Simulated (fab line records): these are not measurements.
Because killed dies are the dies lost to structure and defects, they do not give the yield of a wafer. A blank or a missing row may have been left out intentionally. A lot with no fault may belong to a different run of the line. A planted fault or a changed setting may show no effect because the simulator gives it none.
Split-lot study | flow n5_finfet | 39 wafers read across 7 lots, on a route 1938 steps long

== THE SPLIT ITSELF ==
At N5_BEOL_M5_ILD_DEP_00 (deposits SiCOH lowk from DEMS/porogen, target thk 140.64 nm, time 25.9 s), the setting target_thk_a was moved away from the recipe's 1406.4 angstrom on 18 of the 39 wafers read, by -33.3% to +32.2%. For the rest of the wafers, this setting stayed at what the recipe calls for.

== SPLIT TO READING: what lies between them in the file, 1 step ==
- N5_BEOL_M5_CURE_79: cures SiCOH lowk, time 240 s

== THE READING ==
M5_ILD_THK, in nm, at N5_BEOL_M5_THK_MEAS_01. Typical for fault-free wafers on this fab line: 121.5 nm, with standard deviation 1.7 nm.

wafer  | tool, chamber at the split | target_thk_a as run, angstrom | against the recipe | M5_ILD_THK, nm | against lot-mates on the recipe
L075.1 | pecvd-02, 0                | 1087                          | -22.7%             | 92.6           | -28.8
L075.2 | pecvd-02, 1                | 1406.4                        | recipe             | 119.8          | -
L075.3 | pecvd-02, 2                | 1087                          | -22.7%             | 94.6           | -26.8
L075.4 | pecvd-02, 2                | 1406.4                        | recipe             | 122.9          | -
L075.5 | pecvd-02, 1                | 1406.4                        | recipe             | 121.5          | -
L075.6 | pecvd-02, 0                | 1087                          | -22.7%             | 92.5           | -28.9
L074.1 | pecvd-02, 0                | 1406.4                        | recipe             | 118.6          | -
L074.2 | pecvd-02, 1                | 1406.4                        | recipe             | 119.2          | -
L074.3 | pecvd-02, 2                | 1859                          | +32.2%             | 159.9          | +40.2
L074.4 | pecvd-02, 2                | 1859                          | +32.2%             | 160.9          | +41.2
L074.5 | pecvd-02, 0                | 1406.4                        | recipe             | 121.2          | -
L074.6 | pecvd-02, 1                | 1859                          | +32.2%             | 160.1          | +40.4
L082.2 | pecvd-04, 0                | 1406.4                        | recipe             | 121.2          | -
L082.3 | pecvd-04, 2                | 1406.4                        | recipe             | 120.5          | -
L082.6 | pecvd-04, 1                | 1406.4                        | recipe             | 122.5          | -
L088.1 | pecvd-01, 1                | 1811                          | +28.8%             | 156.8          | +33.8
L088.2 | pecvd-01, 0                | 1811                          | +28.8%             | 156.6          | +33.6
L088.3 | pecvd-01, 2                | 1406.4                        | recipe             | 121.7          | -
L088.4 | pecvd-01, 2                | 1406.4                        | recipe             | 123.0          | -
L088.5 | pecvd-01, 1                | 1406.4                        | recipe             | 124.3          | -
L088.6 | pecvd-01, 0                | 1811                          | +28.8%             | 158.3          | +35.3
L089.1 | pecvd-01, 0                | 1679                          | +19.4%             | 144.0          | +22.2
L089.2 | pecvd-01, 2                | 1406.4                        | recipe             | 120.7          | -
L089.3 | pecvd-01, 1                | 1406.4                        | recipe             | 122.4          | -
L089.4 | pecvd-01, 0                | 1679                          | +19.4%             | 145.7          | +23.9
L089.5 | pecvd-01, 2                | 1406.4                        | recipe             | 122.2          | -
L089.6 | pecvd-01, 1                | 1679                          | +19.4%             | 148.0          | +26.2
L094.1 | pecvd-04, 2                | 1406.4                        | recipe             | 119.5          | -
L094.2 | pecvd-04, 0                | 938.2                         | -33.3%             | 80.9           | -39.1
L094.3 | pecvd-04, 1                | 1406.4                        | recipe             | 118.7          | -
L094.4 | pecvd-04, 2                | 1406.4                        | recipe             | 121.7          | -
L094.5 | pecvd-04, 0                | 938.2                         | -33.3%             | 82.3           | -37.7
L094.6 | pecvd-04, 1                | 938.2                         | -33.3%             | 79.6           | -40.4
L096.1 | pecvd-02, 2                | 1120                          | -20.4%             | 94.0           | -26.9
L096.2 | pecvd-02, 1                | 1120                          | -20.4%             | 94.5           | -26.4
L096.3 | pecvd-02, 0                | 1120                          | -20.4%             | 93.0           | -27.9
L096.4 | pecvd-02, 0                | 1406.4                        | recipe             | 121.4          | -
L096.5 | pecvd-02, 2                | 1406.4                        | recipe             | 120.4          | -
L096.6 | pecvd-02, 1                | 1406.4                        | recipe             | 120.9          | -

FIT RESULTS
A straight line over all 39 wafers: M5_ILD_THK changes by +1.24 nm for each +1% of target_thk_a; r = +1.00; the points scatter about the line by 1.5 nm.
The same after taking each lot's own level away (the mean of its wafers on the recipe; 39 wafers): +1.23 nm for each +1%; r = +1.00; scatter 1.4 nm.
That fit puts the effect of the largest move of target_thk_a on the reading at 41 nm.
The lots' own levels span 119.67 to 123.00 nm, that is 2.0 times the standard deviation above.
The two slopes are in agreement: the lot-to-lot level therefore moves the slope only a little.
Check: for one of the wafers moved furthest among these (-33.3%), held out of the fit, the line's prediction against its lot-mates is -41.1 nm. It came out at -39.1 nm against them.

== THE OTHER SPLITS THESE WAFERS WENT THROUGH ==
These wafers also went through other splits before the reading. Each is held against what the fit with the lots' levels taken away leaves over:
other split on the same wafers    | wafers away from the commonest value | r with M5_ILD_THK (lot level and that fit taken away)
N5_BEOL_M2_ETCH_64 time_s         | 9                                    | -0.04
N5_BEOL_M3_ETCH_41 target_depth_a | 12                                   | -0.06

== THE WHOLE CHAIN: every reading that the file lists as answering this split, in the file's order ==
step                   | what it does                                                             | reading                                                                                  | change (the file's fit)              | r (the file's)
N5_BEOL_M5_ILD_DEP_00  | deposits SiCOH lowk from DEMS/porogen, target thk 140.64 nm, time 25.9 s | SiCOH_lowk_of_BEOL_M5_ILD_DEP_00.thk_nm (the simulator's own value, which no gauge read) | +1.41 nm for each +1% of the setting | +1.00
N5_BEOL_M5_CURE_79     | cures SiCOH lowk, time 240 s                                             | SiCOH_lowk_of_BEOL_M5_ILD_DEP_00.thk_nm (the simulator's own value, which no gauge read) | +1.23 nm for each +1% of the setting | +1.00
N5_BEOL_M5_THK_MEAS_01 |                                                                          | M5_ILD_THK                                                                               | +1.23 for each +1% of the setting    | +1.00

== FILE'S OWN FIT ==
M5_ILD_THK changes by +1.23 nm for each +1% of target_thk_a, r = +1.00.
